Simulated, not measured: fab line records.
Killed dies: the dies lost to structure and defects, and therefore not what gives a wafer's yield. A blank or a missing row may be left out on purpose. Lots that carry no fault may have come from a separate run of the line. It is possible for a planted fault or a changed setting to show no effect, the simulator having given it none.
Tool commonality check + flow nand_harc + Lots sampled 11, wafers sampled 39

WHAT PROMPTED THE OPENING
On 2 of the 11 lots, a flag is raised at NHARC_A_SLIT_OVL_MEAS_10 on the reading overlay_x_nm. No-fault wafers: 0.1 nm, standard deviation 0.86.
Rule: a lot is flagged in two cases, either no wafer of it has a number, or all its wafers with numbers fall more than 4 standard deviations from that mean. The other lots count as sound.

| lot  | measured     | on         | overlay_x_nm (nm), wafer by wafer | flag    |
|------|--------------|------------|-----------------------------------|---------|
| L598 | day 14 09:27 | overlay-01 | -0.6 -0.2 0.0                     |         |
| L599 | day 14 09:36 | overlay-02 | 1.3 0.8 0.3                       |         |
| L603 | day 15 16:59 | overlay-01 | 0.0 -0.3 0.1                      |         |
| L606 | day 16 08:46 | overlay-02 | -0.2 0.0 0.1                      |         |
| L608 | day 16 16:26 | overlay-01 | 0.3 0.0 0.4                       |         |
| L609 | day 17 04:46 | overlay-01 | -0.8 -0.4 -1.3                    |         |
| L611 | day 17 06:05 | overlay-01 | 8.7 9.1 8.8 8.7 9.1 8.7           | FLAGGED |
| L617 | day 19 03:55 | overlay-01 | 10.3 9.5 9.9 9.7 10.4 10.5        | FLAGGED |
| L618 | day 19 04:05 | overlay-02 | -1.0 -1.3 -0.7                    |         |
| L621 | day 19 16:12 | overlay-01 | -1.9 -1.5 -1.2                    |         |
| L620 | day 19 17:09 | overlay-02 | 1.1 1.4 1.9                       |         |
The numbers of the flagged lots are 9.4 nm on average: +9.3 nm against the usual, or +11 standard deviations.

WHICH TOOL RAN EACH LOT
The record holds 3 process steps before the reading, out of a route of 1159 steps. Cell contents, in order: the tool; ch with the chambers the sampled wafers went through; the start.
| lot  | flag    | NHARC_A_SGD_CUT_ETCHBACK_24        | NHARC_A_SLIT_DEP_23             | NHARC_A_SLIT_EXPOSE_06             |
|------|---------|------------------------------------|---------------------------------|------------------------------------|
| L598 |         | rie_diel-04 ch 1,3, day 14 06:05   | pecvd-03 ch 0,1, day 14 08:44   | arfi_scanner-01 ch 0, day 14 09:13 |
| L599 |         | rie_diel-03 ch 0,2,3, day 14 06:05 | pecvd-02 ch 1,2, day 14 08:41   | arfi_scanner-02 ch 0, day 14 09:23 |
| L603 |         | rie_diel-03 ch 0,1, day 15 12:58   | pecvd-02 ch 0,1,2, day 15 16:13 | arfi_scanner-02 ch 0, day 15 16:45 |
| L606 |         | rie_diel-03 ch 1,2, day 16 04:37   | pecvd-03 ch 0,1,2, day 16 08:00 | arfi_scanner-03 ch 0, day 16 08:32 |
| L608 |         | rie_diel-04 ch 0,1,3, day 16 10:39 | pecvd-01 ch 0,2, day 16 15:47   | arfi_scanner-01 ch 0, day 16 16:12 |
| L609 |         | rie_diel-03 ch 0,1,3, day 17 01:22 | pecvd-02 ch 0,1,2, day 17 04:07 | arfi_scanner-01 ch 0, day 17 04:32 |
| L611 | FLAGGED | rie_diel-04 ch 0,1,2, day 17 01:26 | pecvd-03 ch 0,2, day 17 05:28   | arfi_scanner-01 ch 0, day 17 05:51 |
| L617 | FLAGGED | rie_diel-07 ch 0,1,2, day 19 00:32 | pecvd-02 ch 0,2, day 19 03:11   | arfi_scanner-01 ch 0, day 19 03:41 |
| L618 |         | rie_diel-03 ch 0,2, day 19 00:32   | pecvd-03 ch 1,2, day 19 03:19   | arfi_scanner-03 ch 0, day 19 03:50 |
| L621 |         | rie_diel-03 ch 1,2, day 19 12:47   | pecvd-01 ch 0,1, day 19 15:33   | arfi_scanner-03 ch 0, day 19 15:58 |
| L620 |         | rie_diel-04 ch 0,1, day 19 12:57   | pecvd-02 ch 1,2, day 19 16:34   | arfi_scanner-03 ch 0, day 19 16:56 |
What the steps here do:
- NHARC_A_SGD_CUT_ETCHBACK_24: etches the open film in CH3F/O2, target depth 50 nm, time 92.857 s.
- NHARC_A_SLIT_DEP_23: deposits SiON, target thk 100 nm.
- NHARC_A_SLIT_EXPOSE_06: exposes mask SLIT.
- NHARC_A_SLIT_OVL_MEAS_10

FLAGGED AGAINST TOTAL, ONE TOOL AT A TIME (gauges that did the reading follow at the end)
| step                        | tool            | lots run | flagged | share of the flagged lots | sound lots run after its first flagged lot |
|-----------------------------|-----------------|----------|---------|---------------------------|--------------------------------------------|
| NHARC_A_SGD_CUT_ETCHBACK_24 | rie_diel-03     | 6        | 0       | none                      | -                                          |
| NHARC_A_SGD_CUT_ETCHBACK_24 | rie_diel-04     | 4        | 1       | some                      | 1 (L620)                                   |
| NHARC_A_SGD_CUT_ETCHBACK_24 | rie_diel-07     | 1        | 1       | some                      | 0                                          |
| NHARC_A_SLIT_DEP_23         | pecvd-01        | 2        | 0       | none                      | -                                          |
| NHARC_A_SLIT_DEP_23         | pecvd-02        | 5        | 1       | some                      | 1 (L620)                                   |
| NHARC_A_SLIT_DEP_23         | pecvd-03        | 4        | 1       | some                      | 1 (L618)                                   |
| NHARC_A_SLIT_EXPOSE_06      | arfi_scanner-01 | 5        | 2       | all                       | 0                                          |
| NHARC_A_SLIT_EXPOSE_06      | arfi_scanner-02 | 2        | 0       | none                      | -                                          |
| NHARC_A_SLIT_EXPOSE_06      | arfi_scanner-03 | 4        | 0       | none                      | -                                          |
| NHARC_A_SLIT_OVL_MEAS_10    | overlay-01      | 7        | 2       | all                       | 1 (L621)                                   |
| NHARC_A_SLIT_OVL_MEAS_10    | overlay-02      | 4        | 0       | none                      | -                                          |

WHAT THE TABLE PERMITS
Rows of the table that ran all the flagged lots, 2 in number: arfi_scanner-01 at NHARC_A_SLIT_EXPOSE_06; overlay-01 at NHARC_A_SLIT_OVL_MEAS_10.
- arfi_scanner-01 at NHARC_A_SLIT_EXPOSE_06: 2 of its 5 lots flagged. Last sound lot L609 at day 17 04:32, first flagged lot L611 at day 17 05:51; a fault beginning in between fits.
- overlay-01 at NHARC_A_SLIT_OVL_MEAS_10: 2 of its 7 lots flagged. Sound lots ran on it after the first flagged one (L621), which a lasting fault on the whole tool wouldn't allow.
Just one tool remains: arfi_scanner-01 at NHARC_A_SLIT_EXPOSE_06.

WHAT THE SIMULATOR HAD PUT IN
Scanner matching overlay: arfi_scanner-01, from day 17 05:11 on, at NHARC_A_SLIT_EXPOSE_06. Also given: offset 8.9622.
Shown lots that were struck: L611, L617. The rule given above showed the same thing.
